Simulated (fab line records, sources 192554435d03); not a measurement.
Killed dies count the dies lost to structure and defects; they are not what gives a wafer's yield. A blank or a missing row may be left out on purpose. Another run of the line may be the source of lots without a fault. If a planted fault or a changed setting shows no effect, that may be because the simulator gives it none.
Struck lot and sound lot, side by side ; flow n5-finfet ; 39 steps out of a route of 1938
Sound: wafers L877.2, L877.3, L877.4. Wafers struck: L892.2, L892.5, L892.6. The cause is given at the end.
For every step that has rows: the tool of each side, followed by ch and its chambers, followed by its first start. Under that, the readings that differ: sound wafers ; struck wafers ; difference of the means ; sigmas: that difference in standard deviations of wafers without a fault.
alike: readings with means less than 2 such deviations apart, plus words and numbers identical on both sides. not compared: withheld readings, readings lacking a value on some wafer, bounds such as >300 that could conceal the same value, and numbers that have no deviation in the record and whose values overlap.
Wherever a step has rows on one side only, a row that says differs or no value, or a row with sigmas, the two part there. When numbers do not overlap yet have no deviation, they are printed without sigmas and do not part them. Lack of a reading on every wafer of one side parts them only where that side has two or more wafers.

first, 9 steps without rows for these wafers: N5_BEOL_M4_ANNEAL_95 (time 240 s); N5_BEOL_M4_SPUTTER_96 (material Cu, target thk 4.5 nm, time 8.29 s); N5_BEOL_M4_ECD_50 (material Cu, target thk 300 nm); N5_BEOL_M4_ANNEAL_51 (time 90 s); N5_BEOL_M4_CMP_52 (polishes, stops on SiOC, t overpolish 6.8 s, target thk 40 nm); N5_BEOL_M4_PRE_CLEAN_60 (time 15 s); N5_BEOL_M4_CO_CAP_55 (material Co, precursor CCTBA/H2, target thk 2 nm, time 102.1 s); N5_BEOL_M4_PRE_CLEAN_56 (time 15 s); N5_BEOL_M4_DEP_57 (deposits SiCN from 3MS/NH3, target thk 8 nm, time 14 s).
N5_BEOL_M4_RC_MEAS_101:
  sound on prober-01 ch 0, day 8 07:38; struck on prober-02 ch 0, day 12 12:37
  alike: DIBL_N, DIBL_P, IOFF_N, IOFF_P, ION_N, ION_P, SS_N, SS_P, VT_N, VT_P
then, 24 steps without rows for these wafers: N5_BEOL_M5_ILD_DEP_00 (deposits SiCOH lowk from DEMS/porogen, target thk 140.64 nm, time 25.9 s); N5_BEOL_M5_CURE_79 (cures SiCOH lowk, time 240 s); N5_BEOL_M5_PECVD_70 (deposits SiO2 from TEOS/O2, target thk 16 nm, time 18 s); N5_BEOL_M5_HM_DEP_02 (deposits TiN, target thk 20 nm); N5_BEOL_M5_COAT_59 (time 60 s, resist thk 60 nm); N5_BEOL_M5_COAT_60 (time 60 s, resist thk 12 nm); N5_BEOL_M5_COAT_71 (time 60 s, resist thk 5 nm); N5_BEOL_M5_COAT_05 (resist thk 30 nm); N5_BEOL_M5_EBR_07; N5_BEOL_M5_SOFTBAKE_06 (time 60 s); N5_BEOL_M5_EXPOSE_08 (exposes mask M5, target cd 28 nm); N5_BEOL_M5_PEB_09 (peb time 60 s); N5_BEOL_M5_DEVELOP_10 (develop time 30 s); N5_BEOL_M5_DESCUM_16 (chemistry O2, time 7 s); N5_BEOL_M5_ETCH_72 (etches underlayer in N2/H2, target depth 6.5 nm, time 5.2 s); N5_BEOL_M5_ETCH_61 (etches SiARC in CF4, target depth 15.6 nm, time 26 s); N5_BEOL_M5_ETCH_62 (etches SOC in N2/H2, target depth 75 nm, overetch 15 nm, time 112.5 s); N5_BEOL_M5_STRIP_63 (strips in N2/H2); N5_BEOL_M5_STRIP_73 (strips in N2/H2); N5_BEOL_M5_STRIP_64 (strips in CF4); N5_BEOL_M5_HM_OPEN_17 (chemistry Cl2/BCl3, target TiN, target depth 20 nm, overetch 6 nm); N5_BEOL_M5_STRIP_19 (strips in O2); N5_BEOL_M5_COAT_65 (time 60 s, resist thk 60 nm); N5_BEOL_M5_COAT_66 (time 60 s, resist thk 12 nm).
N5_BEOL_M6_CMP_52: polishes, stops on SiCOH lowk, t overpolish 6.9 s, target thk 80 nm.
  sound on cmp-02 ch 0,2,3, day 9 06:46; struck on cmp-03 ch 0,2,3, day 13 08:52
  no value came back on the struck wafers for any of 7 readings (barrier-field-endpoint-s (s), clearing-platen-down-force-psi (psi) and others); on the sound wafers barrier-field-endpoint-s (s) reads 28.7 29.0 29.3
reading;sound;struck;difference;sigmas
model.Cu_of_BEOL_M6_ECD_50.thk-nm (nm);75 77.6 76.4;305 296.2 300.6;+224;
model.SiO2_of_BEOL_M6_PECVD_70.thk-nm (nm);0 0 0;19.4 19.6 20;+19.7;
N5_BEOL_M6_THK_MEAS_53: measures by xrf.
  sound on film-metro-02, day 9 07:04; struck on film-metro-01, day 13 09:03
reading;sound;struck;difference;sigmas
M6_THK (nm);74.8 77.1 76.6;302.2 295.1 298.5;+222.4;+99 or more
N5_BEOL_M6_RS_MEAS_57: measurement is done with a four-point probe.
  sound on film-metro-02, day 9 07:11; struck on film-metro-02, day 13 09:11
reading;sound;struck;difference;sigmas
M6_RS (ohm/sq);0.309 0.297 0.302;0.063 0.065 0.065;-0.238;-26
N5_BEOL_M6_INSPECT_58: inspects for defects (darkfield).
  sound on defect-inspect-01, day 9 07:13; struck on defect-inspect-02, day 13 09:12
reading;sound;struck;difference;sigmas
raw-defect-count;96 73 77;1388 1428 1579;+1383;+66
-- here the record skips 3 days between the struck wafers' starts before and after, leaving off in module BEOL_M6 and picking up in module PASSIVATION (first step shown: number 1936 of the route) --
N5_PASSIVATION_PROBE_49:
  sound on prober-02, day 13 01:59; struck on prober-01, day 16 16:37
reading;sound;struck;difference;sigmas
defect-limited-yield (%);91.9;0 0 0;-92;-71
killed_at_M4_up;5;1092 1112 1091;+1093;+99 or more
killed-dies;95;1180 1180 1180;+1085;+72
killed-on-rim;16;152 152 152;+136;+35
sort-n-pass;1085;0 0 0;-1085;-72
sort-yield-pct (%);91.9;0 0 0;-92;-71
  alike: killed_at_M0_to_M3, killed-at-contacts, killed-at-front-end, killed-at-other, killed-open, killed-short, sort_bin_5_function, sort_bin_6_memory

## WHERE THEY PART
Earliest at N5_BEOL_M6_CMP_52; latest, in this record, at N5_PASSIVATION_PROBE_49.

WHY: what the simulator had put in
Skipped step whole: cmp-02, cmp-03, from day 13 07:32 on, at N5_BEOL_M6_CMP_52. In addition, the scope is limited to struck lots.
